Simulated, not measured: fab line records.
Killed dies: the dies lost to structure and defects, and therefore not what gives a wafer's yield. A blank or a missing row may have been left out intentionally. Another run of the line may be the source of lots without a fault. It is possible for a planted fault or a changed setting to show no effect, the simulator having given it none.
Which tool did it? -- flow nandHarc -- 13 lots, 39 wafers sampled, at 5 steps of a route of 1302

== WHAT THE GAUGES SHOWED, per wafer ==
NHARC_A_DECK1_JOINT_THK_MEAS_17: measures by ellipsometry.
lot,measured,on,thkNm (nm)
L675,day 12 10:22,filmMetro-02,45.0 44.7 45.3
L676,day 13 00:28,filmMetro-01,45.3 47.2 45.7
L678,day 13 13:49,filmMetro-02,44.4 45.2 44.3
L679,day 14 12:41,filmMetro-01,43.2 45.4 44.4
L680,day 15 01:43,filmMetro-01,44.6 46.8 46.9
L682,day 16 00:02,filmMetro-02,45.3 46.4 46.8
L683,day 16 17:44,filmMetro-01,43.9 42.4 43.9
L689,day 18 10:47,filmMetro-02,44.7 61.3 61.5
L688,day 18 17:58,filmMetro-02,45.4 61.1 44.6
L691,day 19 08:25,filmMetro-01,43.7 44.4 62.3
L694,day 20 21:43,filmMetro-01,45.4 46.8 46.8
L695,day 21 06:52,filmMetro-02,45.1 45.4 44.1
L697,day 21 12:57,filmMetro-01,45.0 44.2 47.5

NHARC_A_DECK1_JOINT_INSPECT_05.
lot,measured,on,rawDefectCount
L675,day 12 10:23,defectInspect-02,315 243 157
L676,day 13 00:29,defectInspect-02,443 484 391
L678,day 13 13:50,defectInspect-02,434 344 444
L679,day 14 12:44,defectInspect-02,259 297 494
L680,day 15 01:45,defectInspect-02,177 206 218
L682,day 16 00:04,defectInspect-01,226 247 484
L683,day 16 17:46,defectInspect-02,464 422 266
L689,day 18 10:50,defectInspect-01,187 471 339
L688,day 18 18:00,defectInspect-01,530 307 513
L691,day 19 08:28,defectInspect-01,390 153 215
L694,day 20 21:46,defectInspect-01,358 403 428
L695,day 21 06:54,defectInspect-01,350 713 1009
L697,day 21 12:59,defectInspect-02,263 160 240

== WHAT TOOL EACH LOT RAN ON (gives the tool, then ch and the chambers of the sampled wafers, and finally the start) ==
lot,NHARC_A_CHANNEL_FILL_D1_ALD_14,NHARC_A_CHANNEL_FILL_D1_CMP_10,NHARC_A_DECK1_JOINT_DEP_16
L675,"aldHk-02 ch 1,3, day 9 09:59","cmp-04 ch 1,3, day 11 02:27","pecvd-03 ch 0,2, day 12 10:08"
L676,"aldHk-02 ch 1,2, day 9 23:01","cmp-01 ch 1,2,3, day 11 15:46","pecvd-03 ch 0,1, day 13 00:14"
L678,"aldHk-02 ch 2,3, day 10 11:32","cmp-01 ch 0,1,3, day 12 05:33","pecvd-03 ch 0,2, day 13 13:32"
L679,"aldHk-03 ch 0,1,2, day 11 01:55","cmp-04 ch 0,3, day 12 18:18","pecvd-03 ch 0,1,2, day 14 12:25"
L680,"aldHk-03 ch 1,3, day 11 14:19","cmp-01 ch 1,2,3, day 13 10:14","pecvd-03 ch 0,1,2, day 15 01:26"
L682,"aldHk-01 ch 1,2, day 12 17:56","cmp-01 ch 1,2,3, day 14 16:27","pecvd-02 ch 0,1,2, day 15 23:46"
L683,"aldHk-02 ch 1,2,3, day 13 07:29","cmp-01 ch 0,1,3, day 15 02:59","pecvd-01 ch 0,1,2, day 16 17:29"
L689,"aldHk-01 ch 0,1, day 15 04:06","cmp-04 ch 1,3, day 16 23:07","pecvd-01 ch 0,2, day 18 10:31"
L688,"aldHk-02 ch 0,3, day 15 11:07","cmp-01 ch 0,2, day 17 06:07","pecvd-01 ch 1,2, day 18 17:41"
L691,"aldHk-02 ch 1,3, day 16 02:58","cmp-03 ch 2,3, day 17 19:12","pecvd-01 ch 0,1,2, day 19 08:10"
L694,"aldHk-02 ch 1,2,3, day 17 12:08","cmp-04 ch 0,1,2, day 19 07:32","pecvd-03 ch 0,1,2, day 20 21:27"
L695,"aldHk-01 ch 1,2,3, day 18 00:07","cmp-04 ch 0,2,3, day 19 16:31","pecvd-02 ch 0,2, day 21 06:37"
L697,"aldHk-02 ch 1,2, day 18 08:28","cmp-04 ch 0,3, day 20 01:14","pecvd-02 ch 0,1,2, day 21 12:44"
- NHARC_A_CHANNEL_FILL_D1_ALD_14: deposits SiO2, target thk 2.5 nm, pulse time 10 s, ald cycles 25.
- NHARC_A_CHANNEL_FILL_D1_CMP_10: polishes, target thk 150 nm.
- NHARC_A_DECK1_JOINT_DEP_16: deposits SiO2, target thk 45 nm.

== WHAT THE TOOLS THEMSELVES READ (means of the sampled wafers that have a number; where no wafer has one, the mark that the record gives instead) ==
NHARC_A_CHANNEL_FILL_D1_ALD_14.
lot,tool,heaterPowerW (W),precursorPulseHeightRel
L675,aldHk-02,456,1.012
L676,aldHk-02,421,0.999
L678,aldHk-02,419,1.013
L679,aldHk-03,464,1.010
L680,aldHk-03,459,0.991
L682,aldHk-01,474,1.011
L683,aldHk-02,430,0.970
L689,aldHk-01,483,1.005
L688,aldHk-02,463,0.988
L691,aldHk-02,450,0.991
L694,aldHk-02,433,1.010
L695,aldHk-01,457,0.990
L697,aldHk-02,429,1.007

NHARC_A_CHANNEL_FILL_D1_CMP_10.
lot,tool,motorCurrentA (A),timeToEndpointS (s)
L675,cmp-04,12.9,19.1
L676,cmp-01,11.2,14.7
L678,cmp-01,11.5,15.8
L679,cmp-04,13.1,10.4
L680,cmp-01,11.3,15.7
L682,cmp-01,11.5,18.0
L683,cmp-01,12.0,16.0
L689,cmp-04,12.0,17.0
L688,cmp-01,13.1,17.0
L691,cmp-03,11.5,17.1
L694,cmp-04,11.4,16.8
L695,cmp-04,12.0,18.9
L697,cmp-04,13.4,12.9

NHARC_A_DECK1_JOINT_DEP_16.
lot,tool,flowSccm (sccm),heaterPowerW (W),throttleValvePct (%)
L675,pecvd-03,2644,502,15.2
L676,pecvd-03,2652,481,15.4
L678,pecvd-03,2644,477,15.0
L679,pecvd-03,2661,545,15.8
L680,pecvd-03,2651,535,15.6
L682,pecvd-02,2654,417,16.2
L683,pecvd-01,2651,513,16.2
L689,pecvd-01,2648,588,16.2
L688,pecvd-01,2647,538,16.3
L691,pecvd-01,2651,496,16.2
L694,pecvd-03,2655,508,15.6
L695,pecvd-02,2647,497,16.4
L697,pecvd-02,2654,487,16.2

== THE ANSWER, worked out from the rows above alone ==
Rule: usual is defined by the lots themselves. Put in order of their means at a reading, lots are off if they are a third of the lots or fewer, leave a main group of 4 or more, and stand apart from it by a gap of 3 or more times the standard deviation of the main group's means; of several such gaps the widest counts. The tables above print the reading to a certain number of digits; a main group whose means all agree to those digits is not used. A lot without any number at a reading at which 4 lots or more have one is off too. All remaining lots with rows at the step are treated as sound. The gauges are gone through in route order, then the tools' own readings, and for those a lot's mean is taken as printed above. The first step at which some lot is off is used, and at that step the reading that is off furthest; a lot without a number counts as furthest.
Off: L689, L688, L691, at NHARC_A_DECK1_JOINT_THK_MEAS_17 (thkNm). For the main group the mean is 45.2 nm and the standard deviation 0.91.
A tool fits if, at a process step before that reading, it ran every lot that is off, and no sound lot after the first of them. Those tools and the gauges at NHARC_A_DECK1_JOINT_THK_MEAS_17 are tried in the same way. One fits: NHARC_A_DECK1_JOINT_DEP_16 on pecvd-01. Its last sound lot is L683 (day 16 17:29), its first lot that is off L689 (day 18 10:31): a fault that began between those two fits.

== WHAT THE SIMULATOR PUT IN ==
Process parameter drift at NHARC_A_DECK1_JOINT_DEP_16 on pecvd-01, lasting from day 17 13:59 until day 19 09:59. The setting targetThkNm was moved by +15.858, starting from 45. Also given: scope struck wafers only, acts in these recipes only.
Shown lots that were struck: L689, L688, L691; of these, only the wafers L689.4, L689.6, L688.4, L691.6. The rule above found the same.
